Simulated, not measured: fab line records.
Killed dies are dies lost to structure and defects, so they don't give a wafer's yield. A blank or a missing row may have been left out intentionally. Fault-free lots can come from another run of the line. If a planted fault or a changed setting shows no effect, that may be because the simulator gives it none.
Matching of chambers || flow n5_finfet || N5_BEOL_M3_STRIP_36 on rie_diel-02: 4 sister chambers
The step strips in N2/H2. 8 wafers are shown with their chamber, then 10 later ones without.

EACH WAFER AND ITS CHAMBER
{"wafer": "L080.4", "chamber": 3, "drypump_motor_current_A (A)": 5.35, "showerhead_plenum_p_Torr (Torr)": 2.43}
{"wafer": "L085.5", "chamber": 2, "drypump_motor_current_A (A)": 5.86, "showerhead_plenum_p_Torr (Torr)": 2.57}
{"wafer": "L085.6", "chamber": 3, "drypump_motor_current_A (A)": 5.35, "showerhead_plenum_p_Torr (Torr)": 2.42}
{"wafer": "L086.1", "chamber": 1, "drypump_motor_current_A (A)": 5.65, "showerhead_plenum_p_Torr (Torr)": 2.47}
{"wafer": "L086.2", "chamber": 0, "drypump_motor_current_A (A)": 5.11, "showerhead_plenum_p_Torr (Torr)": 2.60}
{"wafer": "L086.4", "chamber": 2, "drypump_motor_current_A (A)": 5.82, "showerhead_plenum_p_Torr (Torr)": 2.57}
{"wafer": "L087.1", "chamber": 0, "drypump_motor_current_A (A)": 5.12, "showerhead_plenum_p_Torr (Torr)": 2.60}
{"wafer": "L087.5", "chamber": 1, "drypump_motor_current_A (A)": 5.70, "showerhead_plenum_p_Torr (Torr)": 2.47}

WAFERS WHOSE CHAMBER IS MISSING
{"wafer": "L087.6", "drypump_motor_current_A (A)": 5.10, "showerhead_plenum_p_Torr (Torr)": 2.60}
{"wafer": "L090.3", "drypump_motor_current_A (A)": 5.83, "showerhead_plenum_p_Torr (Torr)": 2.56}
{"wafer": "L090.5", "drypump_motor_current_A (A)": 5.85, "showerhead_plenum_p_Torr (Torr)": 2.56}
{"wafer": "L090.6", "drypump_motor_current_A (A)": 5.32, "showerhead_plenum_p_Torr (Torr)": 2.42}
{"wafer": "L094.1", "drypump_motor_current_A (A)": 5.68, "showerhead_plenum_p_Torr (Torr)": 2.46}
{"wafer": "L094.2", "drypump_motor_current_A (A)": 5.13, "showerhead_plenum_p_Torr (Torr)": 2.60}
{"wafer": "L094.6", "drypump_motor_current_A (A)": 5.85, "showerhead_plenum_p_Torr (Torr)": 2.56}
{"wafer": "L096.1", "drypump_motor_current_A (A)": 5.35, "showerhead_plenum_p_Torr (Torr)": 2.41}
{"wafer": "L096.4", "drypump_motor_current_A (A)": 5.81, "showerhead_plenum_p_Torr (Torr)": 2.56}
{"wafer": "L096.6", "drypump_motor_current_A (A)": 5.36, "showerhead_plenum_p_Torr (Torr)": 2.41}

WHICH CHAMBER EACH ONE RAN IN
{"wafer": "L087.6", "from the rows above": 0, "in truth": 0}
{"wafer": "L090.3", "from the rows above": 2, "in truth": 2}
{"wafer": "L090.5", "from the rows above": 2, "in truth": 2}
{"wafer": "L090.6", "from the rows above": 3, "in truth": 3}
{"wafer": "L094.1", "from the rows above": 1, "in truth": 1}
{"wafer": "L094.2", "from the rows above": 0, "in truth": 0}
{"wafer": "L094.6", "from the rows above": 2, "in truth": 2}
{"wafer": "L096.1", "from the rows above": 3, "in truth": 3}
{"wafer": "L096.4", "from the rows above": 2, "in truth": 2}
{"wafer": "L096.6", "from the rows above": 3, "in truth": 3}
Correctly placed: 10 of 10. From these rows, 0 cannot be placed. Placed wrongly: 0.
How it was worked out, from the rows above alone: a wafer's distance from a chamber is the root of the sum, over the readings, of the square of ((its reading less the chamber's mean) divided by the reading's scatter). The wafer belongs to the nearest chamber; if the next one is less than 2 further off, it can't be placed. The mean given for a chamber averages the wafers shown for that chamber. The scatter: take each reading less its chamber's mean, square it, sum over the shown wafers, divide by the number of wafers less the number of chambers, and take the root.
